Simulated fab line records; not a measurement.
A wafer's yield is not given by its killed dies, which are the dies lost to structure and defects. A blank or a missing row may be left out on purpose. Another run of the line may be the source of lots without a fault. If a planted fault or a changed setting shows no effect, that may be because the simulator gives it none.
fab line records	flow nand_harc	part 2 of 2: steps 22 to 29 of 29
record: lots: 5	wafers: 15	last_day: 23
route steps=1159 shown A_CHANNEL_HOLE_D1@477 A_CHANNEL_FILL_D1@490
lots that met no fault: from a run of the same line without faults
start_h: hours from the record's opening day to when the first of the lot's shown wafers began	wait_h: hours from the lot's prior step to this one	" repeats the value in the row above	L1.1+2: one row covering several wafers at once	- no value, or no start given	* or withheld: withheld	< > ~ a bound
route shown NAME@n: a module of which the file shows steps, and the number in the route of the first	usual: average and standard deviation across the fault-free wafers	same: alike in all rows	chamber/n: place in a boat	sites: readings site by site	_std_site: their standard deviation	_edge_site: the outer-site mean with the inner-site mean subtracted	radius_mm: for every site, how far away it sits from the centre of the wafer	mask NAME#n: copy n	behind: the tool/chamber that last shaped the wafer	hold: cause of the lot's hold/its duration in hours/its outcome	device: the n, p or np transistor that did not switch	end of line: at the end of the route, the tests of the same wafers	where a step has no rows: the recipe by itself	killed: not the wafer's yield, but the dies lost to structure and defects at the first sort	map: shows each die of a wafer: x if killed, . if not, _ if none is there
set.NAME: the setting that was run; set.NAME@STEP: the one run at that earlier step	model.NAME: the simulator's own value behind a step, which no gauge read
lots seen at some steps along the route; tables by step, rows by wafer
services: a tool's chamber out of use, with start hour (start_h, from the record's first day; less than 0 if before it), hours out, and reason
== steps ==
step: NHARC_A_CHANNEL_FILL_D1_CVD_18
recipe: target_thk_a: 30	temp_c: 550	material: poly-Si
usual: spike_tc_bottom_C: 569.2/1.9	spike_tc_lower_C: 551.6/1.4	tube_center_temp_C: 550/0.05
lot.wafer	tool	chamber	start_h	wait_h	spike_tc_bottom_C	spike_tc_lower_C	tube_center_temp_C
L079.1	lpcvd_poly-01	0	228.62	-	570.5	551.4	550.06
L079.2	"	0	"	"	570.4	550.5	549.97
L079.6	"	0	"	"	570.9	550.1	549.93
L081.2	lpcvd_poly-01	0	247.05	-	569.0	551.0	549.95
L081.3	"	0	"	"	570.8	550.3	549.87
L081.4	"	0	"	"	572.9	550.8	549.96
L088.2	lpcvd_poly-02	0	287.81	-	570.1	552.1	549.97
L088.4	"	0	"	"	569.9	552.8	549.97
L088.6	"	0	"	"	569.8	552.3	549.94
L089.1	lpcvd_poly-04	0	298.32	-	566.9	550.0	550.04
L089.3	"	0	"	"	564.9	547.4	549.99
L089.5	"	0	"	"	566.3	548.6	549.99
L092.1	lpcvd_poly-02	0	316.70	-	570.3	551.6	550.02
L092.2	"	0	"	"	570.8	552.3	549.95
L092.6	"	0	"	"	569.9	551.9	550.01
step: NHARC_A_CHANNEL_FILL_D1_ETCHBACK_19
recipe: target_depth_a: 50	time_s: 1.7	hbr_flow_sccm: 150	cl2_flow_sccm: 50	rf_w: 400	icp_w: 400	bias_w: 100	chemistry: HBr/Cl2
usual: drypump_motor_current_A: 5.6/0.41	oes_product_au: 1.001/0.011	throttle_valve_pct: 26.405/0.0092
lot.wafer	tool	chamber	start_h	wait_h	drypump_motor_current_A	oes_product_au	rf_hours_counter_h	throttle_valve_pct
L079.1	rie_si-05	1	230.66	0.4	5.4	1.017	1.5	26.393
L079.2	"	0	"	"	5.9	0.998	1.4	26.405
L079.6	"	2	"	"	5.8	0.993	-	26.406
L081.3	rie_si-05	2	249.12	0.4	5.8	1.005	0	26.405
L081.4	"	3	"	"	5.3	1.015	0	26.421
L081.2	"	1	"	"	5.4	1.006	0	26.398
L088.2	rie_si-04	0	289.88	0.4	5.4	0.992	0.1	26.400
L088.4	"	3	"	"	5.8	1.006	-	26.398
L088.6	"	0	"	"	5.4	0.985	-	26.419
L089.3	rie_si-02	3	300.41	0.4	5.2	1.001	0.9	26.398
L089.1	"	2	"	"	5.5	1.002	0.9	26.420
L089.5	"	2	"	"	5.5	1.000	-	26.398
L092.2	rie_si-02	1	318.78	0.4	6.7	0.995	0.8	26.413
L092.1	"	2	"	"	5.6	0.999	1.0	26.410
L092.6	"	0	"	"	5.5	0.998	-	26.419
step: NHARC_A_CHANNEL_FILL_D1_ETCHBACK_20
recipe: target_depth_a: 270	time_s: 13.5	c4f8_flow_sccm: withheld	o2_flow_sccm: 8	ar_flow_sccm: withheld	rf_w: 600	bias_w: 1500	chemistry: C4F8/O2/Ar
usual: oes_product_au: 0.97/0.035	rf_vpp_V: 978/5.3
lot.wafer	tool	chamber	start_h	wait_h	oes_product_au	rf_hours_counter_h	rf_vpp_V
L079.2	rie_diel-08	3	230.79	-	0.93	16	978
L079.1	"	1	"	"	0.94	17	986
L079.6	"	3	"	"	0.93	-	977
L081.4	rie_diel-09	1	249.24	-	0.99	4	983
L081.3	"	2	"	"	1.01	3	988
L081.2	"	0	"	"	1.00	4	974
L088.2	rie_diel-09	2	290.03	-	0.93	1	987
L088.4	"	3	"	"	0.93	1	972
L088.6	"	1	"	"	0.93	-	983
L089.3	rie_diel-08	1	300.58	-	0.94	30	985
L089.1	"	2	"	"	0.92	30	969
L089.5	"	1	"	"	0.93	-	984
L092.2	rie_diel-06	2	318.88	-	1.00	2	982
L092.1	"	3	"	"	1.00	2	973
L092.6	"	3	"	"	0.99	-	972
step: NHARC_A_CHANNEL_FILL_D1_STRIP_28
recipe: time_s: 20	o2_flow_sccm: 500	ar_flow_sccm: 0	bias_w: 0	chemistry: O2
usual: drypump_motor_current_A: 5.7/0.33	o2_flow_sccm: 499.9/1.5	oes_product_au: 1.003/0.009	rf_vpp_V: 57.8/0.89	showerhead_plenum_p_Torr: 3.53/0.13	throttle_valve_pct: 17.037/0.0084
lot.wafer	tool	chamber	start_h	wait_h	drypump_motor_current_A	o2_flow_sccm	oes_product_au	rf_hours_counter_h	rf_vpp_V	showerhead_plenum_p_Torr	throttle_valve_pct
L079.1	rie_diel-08	3	230.88	0.1	5.6	497.4	1.012	16	58.8	3.53	17.051
L079.2	"	1	"	"	6.5	501.6	1.013	17	58.6	3.71	17.026
L079.6	"	3	"	"	5.6	500.1	1.016	-	57.4	3.53	17.053
L081.2	rie_diel-09	0	249.34	0.1	5.2	498.8	0.987	4	58.1	3.46	17.035
L081.3	"	2	"	"	5.4	500.6	1.007	3	58.9	3.78	17.039
L081.4	"	3	"	"	5.9	501.3	1.002	4	56.8	3.39	17.034
L088.4	rie_diel-09	1	290.11	0.1	5.6	499.2	1.001	1	57.4	3.63	17.043
L088.2	"	3	"	"	5.9	498.9	1.004	1	57.6	3.39	17.041
L088.6	"	2	"	"	5.3	500.5	0.993	-	58.6	3.78	17.022
L089.1	rie_diel-08	1	300.66	0.1	6.5	499.8	1.010	30	56.5	3.71	17.035
L089.3	"	2	"	"	5.8	499.7	0.993	30	56.2	3.30	17.033
L089.5	"	1	"	"	6.5	500.5	1.011	-	58.3	3.71	17.039
L092.1	rie_diel-06	3	318.97	0.1	5.4	500.3	1.002	2	58.1	3.38	17.045
L092.2	"	2	"	"	5.7	498.0	1.013	2	58.0	3.61	17.037
L092.6	"	0	"	"	5.9	502.8	1.001	-	57.1	3.48	17.053
step: NHARC_A_CHANNEL_FILL_D1_PRECLEAN_21
recipe: time_s: 30	chemistry: dHF
lot.wafer	tool	chamber	start_h	wait_h
L079.2+1+6	wet_bench-06	5,1,2	230.98	-
L081.2+4+3	wet_bench-09	1,2,3	249.45	-
L088.2+6+4	wet_bench-06	4,6,0	290.21	-
L089.5+1+3	wet_bench-09	5,0,2	300.76	-
L092.2+6+1	wet_bench-05	2,3,6	319.07	-
step: NHARC_A_CHANNEL_FILL_D1_SRD_23
lot.wafer	tool	chamber	start_h	wait_h
L079.2+1+6	wet_bench-06	5,1,2	231.00	0.0
L081.2+4+3	wet_bench-09	1,2,3	249.46	0.0
L088.2+6+4	wet_bench-06	4,6,0	290.23	0.0
L089.5+1+3	wet_bench-09	5,0,2	300.79	0.0
L092.2+6+1	wet_bench-05	2,3,6	319.10	0.0
step: NHARC_A_CHANNEL_FILL_D1_CVD_05
recipe: target_thk_a: 50	temp_c: 550	material: poly-Si
usual: spike_tc_bottom_C: 568.9/2.5	spike_tc_lower_C: 551.0/1.5	tube_center_temp_C: 550/0.05
lot.wafer	tool	chamber	start_h	wait_h	spike_tc_bottom_C	spike_tc_lower_C	tube_center_temp_C
L079.1	lpcvd_poly-04	0	233.43	2.4	564.4	550.6	549.99
L079.2	"	0	"	"	566.0	548.1	549.87
L079.6	"	0	"	"	564.7	549.4	549.93
L081.2	lpcvd_poly-02	0	251.72	2.3	568.4	553.4	550.02
L081.3	"	0	"	"	567.0	550.9	550.01
L081.4	"	0	"	"	568.0	551.1	550.01
L088.2	lpcvd_poly-02	0	292.48	2.3	568.8	550.7	549.94
L088.4	"	0	"	"	569.2	552.3	549.98
L088.6	"	0	"	"	569.9	551.2	550.03
L089.1	lpcvd_poly-01	0	303.18	2.4	572.3	550.3	550.06
L089.3	"	0	"	"	573.8	551.8	549.99
L089.5	"	0	"	"	569.5	549.9	550.06
L092.1	lpcvd_poly-01	0	321.53	2.4	570.5	551.9	549.97
L092.2	"	0	"	"	571.3	550.9	550.09
L092.6	"	0	"	"	569.1	550.7	550.04
step: NHARC_A_CHANNEL_FILL_D1_ANNEAL_22
recipe: temp_c: 620	time_s: 7200
usual: spike_tc_bottom_C: 641.0/1.5	spike_tc_lower_C: 620.8/1.3	tube_center_temp_C: 620/0.056	tube_center_temp_C_max: 621.61/0.26
lot.wafer	tool	chamber	start_h	wait_h	spike_tc_bottom_C	spike_tc_lower_C	tube_center_temp_C	tube_center_temp_C_max
L079.1	furnace-01	0	238.51	3.3	643.5	619.4	620.09	621.63
L079.2	"	0	"	"	642.8	618.1	620.02	621.48
L079.6	"	0	"	"	644.7	620.3	619.92	621.56
L081.2	furnace-06	0	257.09	3.5	638.4	620.2	620.04	621.29
L081.3	"	0	"	"	637.7	620.1	620.04	621.38
L081.4	"	0	"	"	638.8	619.9	619.97	621.37
L088.2	furnace-05	0	297.57	3.3	641.4	620.1	620.03	621.60
L088.4	"	0	"	"	641.5	621.1	619.99	621.45
L088.6	"	0	"	"	641.4	620.0	619.95	621.42
L089.1	furnace-05	0	308.29	3.3	640.8	621.4	620	621.77
L089.3	"	0	"	"	639.7	623.3	620.04	621.44
L089.5	"	0	"	"	639.8	621.5	620.02	621.37
L092.1	furnace-05	0	326.64	3.3	641.1	621.9	620.06	621.54
L092.2	"	0	"	"	640.9	621.1	620.02	622.30
L092.6	"	0	"	"	641.9	621.2	620.01	621.90
== services ==
tool	chamber	start_h	hours	kind
ald_hk-04	-	186.89	10.0	pm
rie_diel-03	-	193.39	0.6	repair
wet_bench-05	-	196.80	8.0	pm
furnace-06	-	198.00	26.0	pm
rie_diel-09	3	201.08	7.2	repair
ald_hk-04	-	206.96	2.8	repair
wet_bench-01	-	213.60	8.0	pm
rie_diel-03	-	215.39	9.0	pm
rie_diel-08	0	221.21	8.3	repair
rie_diel-07	-	228.20	9.0	pm
wet_bench-07	-	234.95	0.9	repair
wet_bench-05	-	249.62	6.5	repair
rie_diel-09	2	251.54	5.7	repair
rie_diel-05	3	253.04	2.6	repair
rie_diel-09	-	254.10	9.0	pm
rie_diel-07	1	267.38	13.2	repair
wet_bench-07	-	272.00	8.0	pm
wet_bench-05	-	272.97	1.1	repair
rie_diel-05	1	277.42	22.0	repair
ald_hk-02	-	283.32	10.0	pm
wet_bench-09	-	288.80	8.0	pm
har_etch-01	-	305.00	17.0	pm
wet_bench-06	-	305.60	8.0	pm
ald_hk-03	-	325.87	10.0	pm
